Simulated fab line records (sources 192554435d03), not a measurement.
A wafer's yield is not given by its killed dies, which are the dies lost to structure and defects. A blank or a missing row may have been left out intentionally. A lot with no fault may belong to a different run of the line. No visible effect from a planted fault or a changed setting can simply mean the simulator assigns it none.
fab line records	flow n5Finfet
record: lots: 7	wafers: 21
route steps=1938 shown BEOL_M11@1552 BEOL_M13@1662 BEOL_M14@1742
startH: hours from the record's opening day to when the first of the lot's shown wafers began	waitH: time in hours since the lot's previous step	" the same as in the row above	L1.1+2: one row covering several wafers at once	- value missing, or start not given	* or withheld: withheld	< > ~ a bound
route shown NAME@n: a module of which the file shows steps, and the number in the route of the first	usual: mean/standard deviation taken from wafers without a fault	same: alike in all rows	chamber/n: place in a boat	sites: each site's reading	_std_site: the standard deviation of these	_edge_site: outer sites' mean less inner sites'	radiusMm: for every site, how far away it sits from the centre of the wafer	mask NAME#n: copy n	behind: the last tool/chamber to shape the wafer	hold: why the lot went on hold/how many hours it stayed there/how the hold came to an end	device: which transistor (n, p or np) failed to switch	end of line: the tests these same wafers got at the end of their route	where a step has no rows: the recipe by itself	killed: not the wafer's yield, but the dies lost to structure and defects at the first sort	map: a wafer's dies, marking killed ones x, the rest . and places with no die _
set.NAME: the setting as run; set.NAME@STEP: as run at that earlier step	model.NAME: the simulator's own value behind a step, which no gauge read
lots with deliberately changed settings; one table per step, one row per wafer
== steps ==
step: N5_BEOL_M11_DESCUM_16
recipe: chemistry: O2	timeS: 7.9	sourcePowerW: 50	biasPowerW: 20	pressureMtorr: 20	rfFrequencyHz: 2.712e+07	tempC: 40	resist: CAR-ArF	o2FlowSccm: 225
lot.wafer	tool	chamber	startH	waitH	set.timeS
L078.2+5	rieDiel-02	2,3	255.08	0.0	7.9
L078.3	"	1	"	"	8.387
L085.1	rieDiel-02	0	287.87	0.7	7.9
L085.4+5	"	2	"	"	6.389
L086.1+5+6	rieDiel-04	2,0,1	298.44	0.3	7.9
L092.1+4+6	rieDiel-02	3,0,1	321.52	0.0	7.9
L093.2+4	rieDiel-02	1	332.05	0.0	7.9
L093.6	"	0	"	"	7.019
L094.2	rieDiel-01	0	338.77	0.0	8.426
L094.3+6	"	1,3	"	"	7.9
L096.1+2+3	rieDiel-02	0,1,3	363.59	0.0	7.9
step: N5_BEOL_M11_ETCH_61
recipe: chemistry: CF4	target: SiARC	targetDepthA: 390	maskMaterial: CAR-ArF	timeS: 65	ionEnergyEv: 80	pressureMtorr: 40	sourceW: 545	biasW: 36	Ar_flow_sccm: 100	cf4FlowSccm: 100	ends: cleared
lot.wafer	tool	chamber	startH	waitH	set.doseMj@BEOL_M11_EXPOSE_08	model.BEOL_M11.cdOffsetNm
L078.2	rieDiel-02	2	255.11	0.0	53.75	0.2
L078.3	"	1	"	"	53.75	0.6
L078.5	"	3	"	"	53.75	1.2
L085.1+4	rieDiel-02	0,2	287.90	0.0	53.75	0.6
L085.5	"	2	"	"	55.4	2
L086.1	rieDiel-04	2	298.48	0.0	53.75	1.2
L086.5	"	0	"	"	54.89	2.2
L086.6	"	1	"	"	53.75	0.6
L092.1	rieDiel-02	3	321.55	0.0	50.03	-3.6
L092.4	"	0	"	"	50.03	-4.4
L092.6	"	1	"	"	53.75	0
L093.2	rieDiel-02	1	332.08	0.0	51.21	-1.8
L093.4	"	1	"	"	53.75	0.8
L093.6	"	0	"	"	51.21	-2.6
L094.2	rieDiel-01	0	338.80	0.0	54.81	0.6
L094.3	"	1	"	"	53.75	0
L094.6	"	3	"	"	53.75	0.6
L096.1+2	rieDiel-02	0,1	363.62	0.0	53.75	1
L096.3	"	3	"	"	53.75	0.2
step: N5_BEOL_M11_ETCH_62
recipe: chemistry: N2/H2	target: SOC	targetDepthA: 1100	overetchA: 220	maskMaterial: SiARC	tempC: 40	timeS: 165	ionEnergyEv: 200	pressureMtorr: 30	sourceW: 840	biasW: 150	n2FlowSccm: 200	h2FlowSccm: 200
step: N5_BEOL_M11_STRIP_68
recipe: chemistry: N2/H2	tempC: 40	n2FlowSccm: 200	h2FlowSccm: 200	rfFrequencyHz: 6e+07
step: N5_BEOL_M11_HM_OPEN_17
recipe: chemistry: Cl2/BCl3	targetDepthA: 200	overetchA: 60	target: TiN	maskMaterial: SOC	ionEnergyEv: 150	pressureMtorr: 10	icpW: 1000	biasW: 126	Cl2_flow_sccm: 53.25	bcl3FlowSccm: 21.75	Ar_flow_sccm: 25
step: N5_BEOL_M11_STRIP_19
recipe: chemistry: O2	powerW: 400	tempC: 40	pressureMtorr: 30	rfFrequencyHz: 6e+07	biasPowerW: 0	overashFraction: 0.2	o2FlowSccm: 225
step: N5_BEOL_M11_CD_MEAS_18
recipe: pitchNm: 140	targetCdNm: 70
usual: cdNm: 70.4/0.68
lot.wafer	tool	chamber	startH	waitH	set.doseMj@BEOL_M11_EXPOSE_08	cdNm
L078.2	cdSem-03	-	255.54	0.1	53.75	69.6
L078.3	"	-	"	"	53.75	70.7
L078.5	"	-	"	"	53.75	70.9
L085.1	cdSem-03	-	288.32	0.0	53.75	70.2
L085.4	"	-	"	"	53.75	70.6
L085.5	"	-	"	"	55.4	71.8
L086.1	cdSem-03	-	298.89	0.0	53.75	71.2
L086.5	"	-	"	"	54.89	72.4
L086.6	"	-	"	"	53.75	70.2
L092.1	cdSem-02	-	322.00	0.0	50.03	67.0
L092.4	"	-	"	"	50.03	65.7
L092.6	"	-	"	"	53.75	70.2
L093.2	cdSem-02	-	332.50	0.1	51.21	67.9
L093.4	"	-	"	"	53.75	71.0
L093.6	"	-	"	"	51.21	67.4
L094.2	cdSem-02	-	339.22	0.1	54.81	69.8
L094.3	"	-	"	"	53.75	69.4
L094.6	"	-	"	"	53.75	70.4
L096.1	cdSem-01	-	364.20	0.0	53.75	70.9
L096.2	"	-	"	"	53.75	71.0
L096.3	"	-	"	"	53.75	70.9
step: N5_BEOL_M11_COAT_63
recipe: resist: SOC	tempC: 250	timeS: 60	spinRpm: 1500	resistThkNm: 100
lot.wafer	tool	chamber	startH	waitH	set.spinRpm	model.SOC_of_BEOL_M11_COAT_63.thkNm
L078.2	lithoTrack-01	0	256.88	1.3	1500	99.8
L078.3	"	0	"	"	1450	101.4
L078.5	"	0	"	"	1450	101.6
L085.1	lithoTrack-04	0	288.36	0.0	1402	103.4
L085.4+5	"	0	"	"	1500	100
L086.1	lithoTrack-04	0	300.22	1.3	1500	100.4
L086.5	"	0	"	"	1500	100.2
L086.6	"	0	"	"	1500	100
L092.1+4+6	lithoTrack-03	0	325.07	3.1	1500	100.2
L093.2	lithoTrack-01	0	333.23	0.7	1500	100.4
L093.4+6	"	0	"	"	1500	100.2
L094.2+6	lithoTrack-03	0	339.26	0.0	1500	100
L094.3	"	0	"	"	1500	99.8
L096.1+2+3	lithoTrack-01	0	364.24	0.0	1500	100.2
step: N5_BEOL_M11_COAT_64
recipe: resist: SiARC	tempC: 220	timeS: 60	spinRpm: 1500	resistThkNm: 30
step: N5_BEOL_M11_COAT_22
recipe: resist: CAR-ArF	spinRpm: 1500	resistThkNm: 90
step: N5_BEOL_M11_DESCUM_33
recipe: chemistry: O2	timeS: 7.9	sourcePowerW: 50	biasPowerW: 20	pressureMtorr: 20	rfFrequencyHz: 2.712e+07	tempC: 40	resist: CAR-ArF	o2FlowSccm: 225
step: N5_BEOL_M11_ETCH_65
recipe: chemistry: CF4	target: SiARC	targetDepthA: 390	maskMaterial: CAR-ArF	timeS: 65	ionEnergyEv: 80	pressureMtorr: 40	sourceW: 545	biasW: 36	Ar_flow_sccm: 100	cf4FlowSccm: 100	ends: cleared
step: N5_BEOL_M11_ETCH_66
recipe: chemistry: N2/H2	target: SOC	targetDepthA: 1200	overetchA: 240	maskMaterial: SiARC	tempC: 40	timeS: 180	ionEnergyEv: 200	pressureMtorr: 30	sourceW: 840	biasW: 150	n2FlowSccm: 200	h2FlowSccm: 200
lot.wafer	tool	chamber	startH	waitH	set.spinRpm@BEOL_M11_COAT_63	model.etch.depthNm
L078.2	rieDiel-04	2	257.83	0.0	1500	99.71
L078.3	"	0	"	"	1450	101.5
L078.5	"	1	"	"	1450	101.7
L085.1	rieDiel-02	0	289.02	0.0	1402	103.5
L085.4	"	1	"	"	1500	99.9
L085.5	"	3	"	"	1500	100.1
L086.1	rieDiel-02	2	300.64	0.0	1500	100.4
L086.5	"	2	"	"	1500	100.2
L086.6	"	1	"	"	1500	100
L092.1+6	rieDiel-02	1,0	325.79	0.0	1500	100.2
L092.4	"	1	"	"	1500	100.3
L093.2	rieDiel-02	3	333.65	0.0	1500	100.4
L093.4	"	3	"	"	1500	100.1
L093.6	"	0	"	"	1500	100.2
L094.2	rieDiel-04	0	339.81	0.0	1500	99.94
L094.3	"	3	"	"	1500	99.8
L094.6	"	0	"	"	1500	99.93
L096.1+3	rieDiel-01	1,2	365.08	0.0	1500	100.2
L096.2	"	0	"	"	1500	100.1
step: N5_BEOL_M11_STRIP_69
recipe: chemistry: N2/H2	tempC: 40	n2FlowSccm: 200	h2FlowSccm: 200	rfFrequencyHz: 6e+07
step: N5_BEOL_M11_VIA_ETCH_34
recipe: chemistry: C4F6/O2	target: SiCOH_lowk	targetDepthA: 1845	maskMaterial: SOC	taperDeg: 4	timeS: 69.2	ionEnergyEv: 250	pressureMtorr: 30	sourceW: 345	biasW: 185	Ar_flow_sccm: 300	C4F6_flow_sccm: 10	O2_flow_sccm: 10
lot.wafer	tool	chamber	startH	waitH	set.spinRpm@BEOL_M11_COAT_63	model.SOC_of_BEOL_M11_COAT_63.thkNm
L078.2	rieDiel-04	2	257.95	0.0	1500	91.4
L078.3	"	0	"	"	1450	93.4
L078.5	"	1	"	"	1450	93.6
L085.1	rieDiel-02	0	289.14	0.0	1402	95.4
L085.4	"	1	"	"	1500	91.8
L085.5	"	3	"	"	1500	92
L086.1	rieDiel-02	2	300.76	0.0	1500	92.6
L086.5	"	2	"	"	1500	92.4
L086.6	"	1	"	"	1500	92
L092.1+6	rieDiel-02	1,0	325.91	0.0	1500	92
L092.4	"	1	"	"	1500	92.2
L093.2	rieDiel-02	3	333.78	0.0	1500	92.2
L093.4+6	"	3,0	"	"	1500	92
L094.2+3+6	rieDiel-04	0,3,0	339.93	0.0	1500	91.8
L096.1+2	rieDiel-01	1,0	365.20	0.0	1500	91.8
L096.3	"	2	"	"	1500	92.4
step: N5_BEOL_M11_STRIP_73
recipe: chemistry: C4F6/O2	resist: SiARC	rfFrequencyHz: 6e+07
step: N5_BEOL_M11_STRIP_36
recipe: chemistry: N2/H2	powerW: 450	tempC: 40	pressureMtorr: 20	rfFrequencyHz: 6e+07	overashFraction: 0.3	biasPowerW: 7	h2Frac: 0.5	n2FlowSccm: 200	h2FlowSccm: 200
step: N5_BEOL_M11_PRECLEAN_42
recipe: chemistry: residueRemover	timeS: 60	tempC: 40
step: N5_BEOL_M11_SRD_43
recipe: timeS: 30	tempC: 23	rinseLiquid: diw	dry: ipaMarangoni
step: N5_BEOL_M11_CD_MEAS_35
recipe: targetCdNm: 70	polarity: opening
usual: cdNm: 70.5/0.66
lot.wafer	tool	chamber	startH	waitH	set.doseMj@BEOL_M11_EXPOSE_08	cdNm
L078.2	cdSem-01	-	258.39	0.0	53.75	69.8
L078.3	"	-	"	"	53.75	70.8
L078.5	"	-	"	"	53.75	71.2
L085.1	cdSem-03	-	289.58	0.0	53.75	70.5
L085.4	"	-	"	"	53.75	70.0
L085.5	"	-	"	"	55.4	71.8
L086.1	cdSem-02	-	301.21	0.0	53.75	70.9
L086.5	"	-	"	"	54.89	71.5
L086.6	"	-	"	"	53.75	70.2
L092.1	cdSem-01	-	326.35	0.0	50.03	66.6
L092.4	"	-	"	"	50.03	65.6
L092.6	"	-	"	"	53.75	70.5
L093.2	cdSem-02	-	334.22	0.0	51.21	68.7
L093.4	"	-	"	"	53.75	71.0
L093.6	"	-	"	"	51.21	67.6
L094.2	cdSem-01	-	340.37	0.0	54.81	70.2
L094.3	"	-	"	"	53.75	69.2
L094.6	"	-	"	"	53.75	70.8
L096.1	cdSem-03	-	365.64	0.0	53.75	71.1
L096.2	"	-	"	"	53.75	71.2
L096.3	"	-	"	"	53.75	70.3
step: N5_BEOL_M13_COAT_04
recipe: spinRpm: 1625	resistThkNm: 400
lot.wafer	tool	chamber	startH	waitH	set.spinRpm	model.coat_of_BEOL_M13_COAT_04.thkNm
L078.2	lithoTrack-01	0	-	-	1625	400
L078.3	"	0	"	"	1463	422.4
L078.5	"	0	"	"	1463	421.6
L085.1	lithoTrack-05	0	-	-	1779	382
L085.4	"	0	"	"	1625	399.2
L085.5	"	0	"	"	1779	383.2
L086.1	lithoTrack-03	0	-	-	1625	400.4
L086.5	"	0	"	"	1625	400
L086.6	"	0	"	"	1768	383.8
L092.1	lithoTrack-01	0	-	-	1625	399
L092.4	"	0	"	"	1625	399.2
L092.6	"	0	"	"	1625	400.4
L093.2	lithoTrack-01	0	-	-	1534	411.8
L093.4	"	0	"	"	1625	400.6
L093.6	"	0	"	"	1625	401
L094.2+6	lithoTrack-01	0	-	-	1625	400.6
L094.3	"	0	"	"	1625	401.4
L096.1	lithoTrack-01	0	-	-	1625	398.8
L096.2	"	0	"	"	1625	399.4
L096.3	"	0	"	"	1625	399.6
step: N5_BEOL_M13_EXPOSE_07
recipe: maskId: V12	na: 0.93	sourceShape: conventional	sigmaOuter: 0.6	polarization: unpolarized	attpsmPhaseDeg: 180	doseMj: 24.8
lot.wafer	tool	chamber	startH	waitH	mask	set.doseMj
L078.2+5	krfScanner-01	0	271.61	-	V12#0	24.8
L078.3	"	0	"	"	V12#0	23.86
L085.1+4	krfScanner-02	0	300.78	-	V12#0	24.8
L085.5	"	0	"	"	V12#0	26.53
L086.1+5+6	krfScanner-01	0	309.25	-	V12#0	24.8
L092.1	krfScanner-02	0	336.66	-	V12#0	24.8
L092.4+6	"	0	"	"	V12#0	26.19
L093.2+4+6	krfScanner-02	0	343.46	-	V12#0	24.8
L094.2+6	krfScanner-01	0	349.92	-	V12#0	26.58
L094.3	"	0	"	"	V12#0	24.8
L096.1+2+3	krfScanner-01	0	373.04	-	V12#0	24.8
step: N5_BEOL_M13_PEB_08
recipe: pebTempC: 130	pebTimeS: 90
step: N5_BEOL_M13_DEVELOP_09
recipe: developTimeS: 45	rinseLiquid: diw	dry: airSpin	devTempC: 21
step: N5_BEOL_M13_HARDBAKE_14
recipe: tempC: 130	timeS: 120
step: N5_BEOL_M13_CD_MEAS_10
recipe: targetCdNm: 190	landingEnergyEv: 500	detector: seInlens	polarity: opening
usual: cdNm: 188.7/1.7
lot.wafer	tool	chamber	startH	waitH	set.doseMj@BEOL_M13_EXPOSE_07	cdNm
L078.2	cdSem-02	0	271.78	-	24.8	187.0
L078.3	"	0	"	"	23.86	184.0
L078.5	"	0	"	"	24.8	188.5
L085.1	cdSem-02	0	300.96	-	24.8	195.0
L085.4	"	0	"	"	24.8	191.6
L085.5	"	0	"	"	26.53	198.7
L086.1	cdSem-01	0	309.42	-	24.8	191.5
L086.5	"	0	"	"	24.8	190.1
L086.6	"	0	"	"	24.8	190.5
L092.1	cdSem-01	0	336.83	-	24.8	189.6
L092.4	"	0	"	"	26.19	195.5
L092.6	"	0	"	"	26.19	196.6
L093.2	cdSem-01	0	343.63	-	24.8	188.1
L093.4	"	0	"	"	24.8	187.2
L093.6	"	0	"	"	24.8	187.9
L094.2	cdSem-01	0	350.08	-	26.58	194.4
L094.3	"	0	"	"	24.8	186.7
L094.6	"	0	"	"	26.58	194.3
L096.1	cdSem-02	0	373.21	-	24.8	189.2
L096.2	"	0	"	"	24.8	189.0
L096.3	"	0	"	"	24.8	188.6
step: N5_BEOL_M13_ETCH_59
recipe: chemistry: N2/H2	target: BARC	targetDepthA: 890	overetchA: 267	timeS: 67.9	ionEnergyEv: 200	pressureMtorr: 30	sourceW: 840	biasW: 150	n2FlowSccm: 200	h2FlowSccm: 200
lot.wafer	tool	chamber	startH	waitH	set.timeS	set.spinRpm@BEOL_M13_COAT_04	model.coat_of_BEOL_M13_COAT_04.thkNm
L078.2	rieDiel-01	2	271.90	0.0	67.9	1625	318.4
L078.3	"	3	"	"	67.9	1463	338.8
L078.5	"	2	"	"	67.9	1463	340.8
L085.1	rieDiel-04	1	301.18	0.0	67.9	1779	298.4
L085.4	"	0	"	"	67.9	1625	316
L085.5	"	2	"	"	67.9	1779	299.4
L086.1	rieDiel-02	3	309.76	0.0	56.23	1625	328.2
L086.5	"	1	"	"	67.9	1625	316.2
L086.6	"	2	"	"	67.9	1768	304.2
L092.1	rieDiel-04	1	336.95	0.0	78.43	1625	305
L092.4	"	0	"	"	78.43	1625	305.6
L092.6	"	1	"	"	67.9	1625	316
L093.2	rieDiel-01	3	343.75	0.0	67.9	1534	327.8
L093.4	"	1	"	"	67.9	1625	314.4
L093.6	"	1	"	"	60.92	1625	322.4
L094.2	rieDiel-01	3	350.28	0.0	72.7	1625	312.6
L094.3	"	2	"	"	67.9	1625	319.6
L094.6	"	0	"	"	67.9	1625	316.4
L096.1	rieDiel-02	2	373.71	0.0	67.9	1625	318.2
L096.2+3	"	3,1	"	"	67.9	1625	315.8
step: N5_BEOL_M13_VIA_ETCH_16
recipe: chemistry: C4F8/O2/Ar	target: SiOC	pressureMtorr: 30	sourceW: 3000	biasW: 700	Ar_flow_sccm: 400	C4F8_flow_sccm: 15	O2_flow_sccm: 8	heInnerTorr: 15	heOuterTorr: 30	targetDepthA: 9217	timeS: withheld	ionEnergyEv: 250	ends: cleared
lot.wafer	tool	chamber	startH	waitH	set.targetDepthA
L078.2+5	rieDiel-01	2	271.95	0.0	9217
L078.3	"	3	"	"	10150
L085.1	rieDiel-04	1	301.23	0.0	10250
L085.4+5	"	0,2	"	"	9217
L086.1	rieDiel-02	3	309.82	0.0	9217
L086.5+6	"	1,2	"	"	8700
L092.1	rieDiel-04	1	337.00	0.0	9217
L092.4+6	"	0,1	"	"	10250
L093.2+6	rieDiel-01	3,1	343.80	0.0	9217
L093.4	"	1	"	"	10260
L094.2+3+6	rieDiel-01	3,2,0	350.33	0.0	9217
L096.1+2+3	rieDiel-02	2,3,1	373.77	0.0	9217
step: N5_BEOL_M13_STRIP_63
recipe: chemistry: N2/H2	powerW: 1000	tempC: 250	h2Frac: 0.65	overashFraction: 0.3	pressureMtorr: 1000	n2FlowSccm: 1750	h2FlowSccm: 3250
step: N5_BEOL_M13_STRIP_64
recipe: chemistry: N2/H2	powerW: 1000	tempC: 250	h2Frac: 0.65	overashFraction: 0.3	pressureMtorr: withheld	n2FlowSccm: 1750	h2FlowSccm: 3250
step: N5_BEOL_M13_STRIP_71
recipe: chemistry: postEtchResidueRemover	timeS: 60	tempC: 25	removerPh: withheld	removerWaterWtPct: withheld	removerFluorideWtPct: withheld
step: N5_BEOL_M13_SRD_72
recipe: timeS: 30	tempC: 23	rinseLiquid: diw	dry: n2Spin	spinRpm: 1500	dryTimeS: 30
step: N5_BEOL_M13_CD_MEAS_17
recipe: targetCdNm: 190	polarity: opening
usual: cdNm: 189.4/2
lot.wafer	tool	chamber	startH	waitH	set.doseMj@BEOL_M13_EXPOSE_07	cdNm
L078.2	cdSem-02	-	272.39	0.0	24.8	187.5
L078.3	"	-	"	"	23.86	185.7
L078.5	"	-	"	"	24.8	189.1
L085.1	cdSem-01	-	301.68	0.0	24.8	193.8
L085.4	"	-	"	"	24.8	192.8
L085.5	"	-	"	"	26.53	200.5
L086.1	cdSem-03	-	310.26	0.0	24.8	189.7
L086.5	"	-	"	"	24.8	190.7
L086.6	"	-	"	"	24.8	190.5
L092.1	cdSem-01	-	337.45	0.0	24.8	189.8
L092.4	"	-	"	"	26.19	198.1
L092.6	"	-	"	"	26.19	195.2
L093.2	cdSem-01	-	344.25	0.0	24.8	189.3
L093.4	"	-	"	"	24.8	186.7
L093.6	"	-	"	"	24.8	186.3
L094.2	cdSem-02	-	350.77	0.0	26.58	195.4
L094.3	"	-	"	"	24.8	187.2
L094.6	"	-	"	"	26.58	193.5
L096.1	cdSem-01	-	374.22	0.0	24.8	189.9
L096.2	"	-	"	"	24.8	191.6
L096.3	"	-	"	"	24.8	191.0
step: N5_BEOL_M14_EXPOSE_25
recipe: maskId: M14	na: 0.8	sourceShape: annular	sigmaInner: 0.5	sigmaOuter: 0.8	polarization: unpolarized	targetCdNm: 280	doseMj: 26.6
lot.wafer	tool	chamber	startH	waitH	mask	set.doseMj
L078.2+3+5	krfScanner-02	0	281.10	-	M14#0	26.6
L085.1+5	krfScanner-02	0	306.12	-	M14#0	25.68
L085.4	"	0	"	"	M14#0	26.6
L086.1+5+6	krfScanner-02	0	316.11	-	M14#0	26.6
L092.1+6	krfScanner-02	0	343.66	-	M14#0	28.44
L092.4	"	0	"	"	M14#0	26.6
L093.2+6	krfScanner-01	0	352.32	-	M14#0	26.6
L093.4	"	0	"	"	M14#0	25.98
L094.2+3	krfScanner-01	0	362.60	-	M14#0	26.6
L094.6	"	0	"	"	M14#0	26.03
L096.1+2+3	krfScanner-02	0	380.36	-	M14#0	26.6
== key ==
split: step: N5_BEOL_M11_DESCUM_16	setting: timeS	stated: 7.9	by: wafer
response none clear
split: step: N5_BEOL_M11_COAT_63	setting: spinRpm	stated: 1500	by: wafer
response: step: N5_BEOL_M11_COAT_63	reading: model.SOC_of_BEOL_M11_COAT_63.thkNm	change: -0.518	per: 1%	r: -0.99
response: step: N5_BEOL_M11_ETCH_66	reading: model.etch.depthNm	change: -0.538	per: 1%	r: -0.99
response: step: N5_BEOL_M11_VIA_ETCH_34	reading: model.SOC_of_BEOL_M11_COAT_63.thkNm	change: -0.555	per: 1%	r: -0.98
split: step: N5_BEOL_M13_COAT_04	setting: spinRpm	stated: 1625	by: wafer
response: step: N5_BEOL_M13_COAT_04	reading: model.coat_of_BEOL_M13_COAT_04.thkNm	change: -1.95	per: 1%	r: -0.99
response: step: N5_BEOL_M13_ETCH_59	reading: model.coat_of_BEOL_M13_COAT_04.thkNm	change: -1.97	per: 1%	r: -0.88
split: step: N5_BEOL_M13_EXPOSE_07	setting: doseMj	stated: 24.8	by: wafer
response: step: N5_BEOL_M13_CD_MEAS_10	reading: cdNm	change: +0.983	per: 1%	r: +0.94
response: step: N5_BEOL_M13_CD_MEAS_17	reading: cdNm	change: +1.03	per: 1%	r: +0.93
split: step: N5_BEOL_M13_ETCH_59	setting: timeS	stated: 67.9	by: wafer
response: step: N5_BEOL_M13_ETCH_59	reading: model.coat_of_BEOL_M13_COAT_04.thkNm	slope: -0.635	per: 1%	togetherWith: spinRpm@BEOL_M13_COAT_04	explained: 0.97
split: step: N5_BEOL_M13_VIA_ETCH_16	setting: targetDepthA	stated: 9217	by: wafer
response none clear
split: step: N5_BEOL_M14_EXPOSE_25	setting: doseMj	stated: 26.6	by: wafer
response none in this file
split outsideThisFile step=N5_BEOL_M11_EXPOSE_08 setting=doseMj
split outsideThisFile: this setting was split too, and the file shows its column; the key of that split is in another file
